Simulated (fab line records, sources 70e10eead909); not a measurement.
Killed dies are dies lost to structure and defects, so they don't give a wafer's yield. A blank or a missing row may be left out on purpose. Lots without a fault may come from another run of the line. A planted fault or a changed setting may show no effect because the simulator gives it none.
Tool commonality check | flow nand_harc | 12 lots, 36 wafers sampled

WHY IT WAS OPENED
At NHARC_P_GATE_CD_MEAS_91 the reading cd_nm is flagged on 3 of 12 lots. Wafers without a fault read 1999.9 nm, standard deviation 2.5.
Rule: a lot is flagged when every wafer of it that has a number lies more than 4 standard deviations from that mean, or none has a number. The other lots count as sound.

lot  | measured     | on        | cd_nm (nm), wafer by wafer | flag
L126 | day 5 17:10  | cd_sem-01 | 1996.2 1996.4 1995.1       |
L129 | day 6 22:05  | cd_sem-01 | 2003.5 2003.4 2000.1       |
L130 | day 7 13:17  | cd_sem-01 | 2003.8 2000.0 2003.0       |
L131 | day 7 17:05  | cd_sem-02 | 2000.8 2002.4 2001.8       |
L132 | day 8 11:29  | cd_sem-02 | 2003.6 2000.4 2003.1       |
L133 | day 8 12:10  | cd_sem-02 | 2003.0 2000.3 2000.9       |
L134 | day 9 07:05  | cd_sem-01 | 1999.6 1999.9 2000.0       |
L135 | day 9 14:33  | cd_sem-02 | 2000.5 1999.2 1998.0       |
L146 | day 13 20:15 | cd_sem-02 | 2044.4 2048.2 2045.6       | FLAGGED
L147 | day 14 08:23 | cd_sem-01 | 2044.8 2047.2 2048.8       | FLAGGED
L148 | day 14 23:42 | cd_sem-01 | 1997.7 1997.4 1998.8       |
L149 | day 15 02:45 | cd_sem-02 | 2053.0 2052.7 2048.9       | FLAGGED
The numbers of the flagged lots are 2048.2 nm on average: +48.3 nm against the usual, or +19 standard deviations.

WHICH TOOL RAN EACH LOT
The record holds 3 process steps before the reading, out of a route of 1302 steps. In each cell: the tool, then ch and the chambers that the sampled wafers went through, then the start.
lot  | flag    | NHARC_P_GATE_ETCHBACK_37                      | NHARC_P_GATE_STRIP_76                | NHARC_P_GATE_EXPOSE_88
L126 |         | rie_diel-05 ch 0,1, day 5 16:23 or earlier    | plasma_asher-01 ch 0,1, day 5 16:23  | krf_scanner-04 ch 0, day 5 17:01
L129 |         | rie_diel-12 ch 0,3, day 6 21:18 or earlier    | plasma_asher-02 ch 0,1, day 6 21:18  | krf_scanner-04 ch 0, day 6 21:56
L130 |         | rie_diel-05 ch 2,3, day 7 12:30 or earlier    | plasma_asher-01 ch 0,1, day 7 12:30  | krf_scanner-04 ch 0, day 7 13:08
L131 |         | rie_diel-12 ch 2,3, day 7 16:17 or earlier    | plasma_asher-01 ch 0,1, day 7 16:17  | krf_scanner-04 ch 0, day 7 16:56
L132 |         | rie_diel-06 ch 1,2, day 8 10:35 or earlier    | plasma_asher-01 ch 0,1, day 8 10:35  | krf_scanner-03 ch 0, day 8 11:21
L133 |         | rie_diel-12 ch 1,2,3, day 8 11:15 or earlier  | plasma_asher-02 ch 0,1, day 8 11:15  | krf_scanner-04 ch 0, day 8 12:01
L134 |         | rie_diel-05 ch 0,1,2, day 9 06:17 or earlier  | plasma_asher-02 ch 0,1, day 9 06:17  | krf_scanner-04 ch 0, day 9 06:56
L135 |         | rie_diel-05 ch 0,1,3, day 9 13:46 or earlier  | plasma_asher-01 ch 0,1, day 9 13:46  | krf_scanner-04 ch 0, day 9 14:24
L146 | FLAGGED | rie_diel-05 ch 0,2, day 13 19:19 or earlier   | plasma_asher-02 ch 0,1, day 13 19:19 | krf_scanner-04 ch 0, day 13 20:05
L147 | FLAGGED | rie_diel-05 ch 0,1,2, day 14 07:37 or earlier | plasma_asher-01 ch 0,1, day 14 07:37 | krf_scanner-04 ch 0, day 14 08:14
L148 |         | rie_diel-06 ch 0,1,2, day 14 22:47 or earlier | plasma_asher-01 ch 0,1, day 14 22:47 | krf_scanner-03 ch 0, day 14 23:33
L149 | FLAGGED | rie_diel-06 ch 2,3, day 15 01:50 or earlier   | plasma_asher-02 ch 0,1, day 15 01:50 | krf_scanner-04 ch 0, day 15 02:36
What these steps do:
- NHARC_P_GATE_ETCHBACK_37: etches the open film in CHF3/O2, target depth 34.5 nm, time 17.2 s.
- NHARC_P_GATE_STRIP_76: strips in O2.
- NHARC_P_GATE_EXPOSE_88: exposes mask P HVN, target cd 2000 nm.
- NHARC_P_GATE_CD_MEAS_91: target cd 2000 nm.

FLAGGED OVER TOTAL, TOOL BY TOOL (the gauges that took the reading come last)
step                     | tool            | lots run | flagged | share of the flagged lots | sound lots run after its first flagged lot
NHARC_P_GATE_ETCHBACK_37 | rie_diel-05     | 6        | 2       | some                      | 0
NHARC_P_GATE_ETCHBACK_37 | rie_diel-06     | 3        | 1       | some                      | 0
NHARC_P_GATE_ETCHBACK_37 | rie_diel-12     | 3        | 0       | none                      | -
NHARC_P_GATE_STRIP_76    | plasma_asher-01 | 7        | 1       | some                      | 1 (L148)
NHARC_P_GATE_STRIP_76    | plasma_asher-02 | 5        | 2       | some                      | 0
NHARC_P_GATE_EXPOSE_88   | krf_scanner-03  | 2        | 0       | none                      | -
NHARC_P_GATE_EXPOSE_88   | krf_scanner-04  | 10       | 3       | all                       | 0
NHARC_P_GATE_CD_MEAS_91  | cd_sem-01       | 6        | 1       | some                      | 1 (L148)
NHARC_P_GATE_CD_MEAS_91  | cd_sem-02       | 6        | 2       | some                      | 0
NHARC_P_GATE_ETCHBACK_37 gives no start for some lots, so the hours and the order of its lots are those of NHARC_P_GATE_STRIP_76.

WHAT THE TABLE ALLOWS
1 row of the table ran every flagged lot: krf_scanner-04 at NHARC_P_GATE_EXPOSE_88.
- krf_scanner-04 at NHARC_P_GATE_EXPOSE_88: 3 of its 10 lots flagged. Its last sound lot is L135 (day 9 14:24), its first flagged lot L146 (day 13 20:05): a fault that began between those two fits. Its own readings lie more than 4 standard deviations out on every wafer of the flagged lots: exposure_dose_mJ_cm2.
One tool is left: krf_scanner-04 at NHARC_P_GATE_EXPOSE_88.

WHAT THE SIMULATOR HAD PUT IN
Process parameter drift: krf_scanner-04, from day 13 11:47 on, at NHARC_P_GATE_EXPOSE_88. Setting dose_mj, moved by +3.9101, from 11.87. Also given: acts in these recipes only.
Lots struck among those shown: L146, L147, L149. The rule above found the same.
